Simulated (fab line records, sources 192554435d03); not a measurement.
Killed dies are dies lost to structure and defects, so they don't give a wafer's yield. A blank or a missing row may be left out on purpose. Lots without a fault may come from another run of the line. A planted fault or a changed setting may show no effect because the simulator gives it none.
Split-lot experiment | flow n5_finfet | 7 lots, 21 wafers read, on a route of 1938 steps

THE SPLIT
At N5_BEOL_M13_EXPOSE_25 (exposes mask M13, target cd 210 nm), the setting dose_mj was moved away from the recipe's 22 on 6 of the 21 wafers read, by -3.7% to +4.0%. The other wafers ran this setting at the recipe's value.

FROM THE SPLIT TO THE READING: what the file shows between them, 3 steps
- N5_BEOL_M13_PEB_26: peb time 90 s
- N5_BEOL_M13_DEVELOP_27: develop time 45 s
- N5_BEOL_M13_HARDBAKE_32: time 120 s

THE READING
cd_nm, in nm, at N5_BEOL_M13_CD_MEAS_28 (target cd 209.5 nm). Fault-free wafers of this fab line usually give 209.1 nm, standard deviation 0.88 nm.

wafer  | tool, chamber at the split | dose_mj as run | against the recipe | cd_nm, nm | against lot-mates on the recipe
L074.4 | krf_scanner-01, 0          | 21.19          | -3.7%              | 204.2     | -4.3
L074.5 | krf_scanner-01, 0          | 22             | recipe             | 208.7     | -
L074.6 | krf_scanner-01, 0          | 22             | recipe             | 208.3     | -
L075.2 | krf_scanner-01, 0          | 22             | recipe             | 209.4     | -
L075.3 | krf_scanner-01, 0          | 22             | recipe             | 210.0     | -
L075.6 | krf_scanner-01, 0          | 22             | recipe             | 208.5     | -
L076.3 | krf_scanner-01, 0          | 22.89          | +4.0%              | 213.1     | +2.9
L076.5 | krf_scanner-01, 0          | 22.89          | +4.0%              | 213.7     | +3.5
L076.6 | krf_scanner-01, 0          | 22             | recipe             | 210.2     | -
L080.1 | krf_scanner-02, 0          | 22             | recipe             | 209.7     | -
L080.5 | krf_scanner-02, 0          | 22.45          | +2.0%              | 213.3     | +3.0
L080.6 | krf_scanner-02, 0          | 22             | recipe             | 211.0     | -
L086.1 | krf_scanner-02, 0          | 22             | recipe             | 208.7     | -
L086.2 | krf_scanner-02, 0          | 22             | recipe             | 208.9     | -
L086.5 | krf_scanner-02, 0          | 22             | recipe             | 209.2     | -
L085.3 | krf_scanner-01, 0          | 22             | recipe             | 209.0     | -
L085.4 | krf_scanner-01, 0          | 22             | recipe             | 208.6     | -
L085.5 | krf_scanner-01, 0          | 22             | recipe             | 209.2     | -
L097.3 | krf_scanner-02, 0          | 21.33          | -3.0%              | 205.7     | -2.9
L097.5 | krf_scanner-02, 0          | 22             | recipe             | 208.6     | -
L097.6 | krf_scanner-02, 0          | 21.33          | -3.0%              | 205.8     | -2.8

THE FIT
A straight line over all 21 wafers: cd_nm changes by +1.18 nm for each +1% of dose_mj; r = +0.94; the points scatter about the line by 0.79 nm.
The same after taking each lot's own level away (the mean of its wafers on the recipe; 21 wafers): +0.944 nm for each +1%; r = +0.96; scatter 0.51 nm.
On that fit, the largest move of dose_mj shifts the reading by 3.8 nm.
The lots' own levels span 208.50 to 210.35 nm, that is 2.1 times the standard deviation above.
So the lot-to-lot level changes the slope: the two fits differ.
Check: with one of the wafers moved furthest among these (+4.0%) left out of the fit, the line predicts +4.11 nm for it against its lot-mates. It came out at +2.9 nm against them.

OTHER SPLITS ON THESE WAFERS
These wafers also went through other splits before the reading. Each is held against what the fit with the lots' levels taken away leaves over:
other split on the same wafers   | wafers away from the commonest value | r with cd_nm (lot level and that fit taken away)
N5_BEOL_M12_EXPOSE_07 dose_mj    | 6                                    | +0.31
N5_BEOL_M12_ETCH_59 h2_flow_sccm | 9                                    | +0.10
N5_BEOL_M13_COAT_65 spin_rpm     | 9                                    | -0.02

THE WHOLE CHAIN: every reading that the file lists as answering this split, in the file's order
step                   | what it does                                           | reading                                                         | change (the file's fit)               | r (the file's)
N5_BEOL_M13_CD_MEAS_28 | target cd 209.5 nm                                     | cd_nm                                                           | +0.992 nm for each +1% of the setting | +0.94
N5_BEOL_M13_DESCUM_33  | chemistry O2, time 7.9 s                               | BEOL_M13.cd_nm (the simulator's own value, which no gauge read) | +1.05 nm for each +1% of the setting  | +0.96
N5_BEOL_M13_ETCH_67    | etches SiARC in CF4, target depth 143 nm, time 238.3 s | BEOL_M13.cd_nm (the simulator's own value, which no gauge read) | +0.969 nm for each +1% of the setting | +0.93

THE FILE'S OWN FIT
cd_nm changes by +0.992 nm for each +1% of dose_mj, r = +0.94.
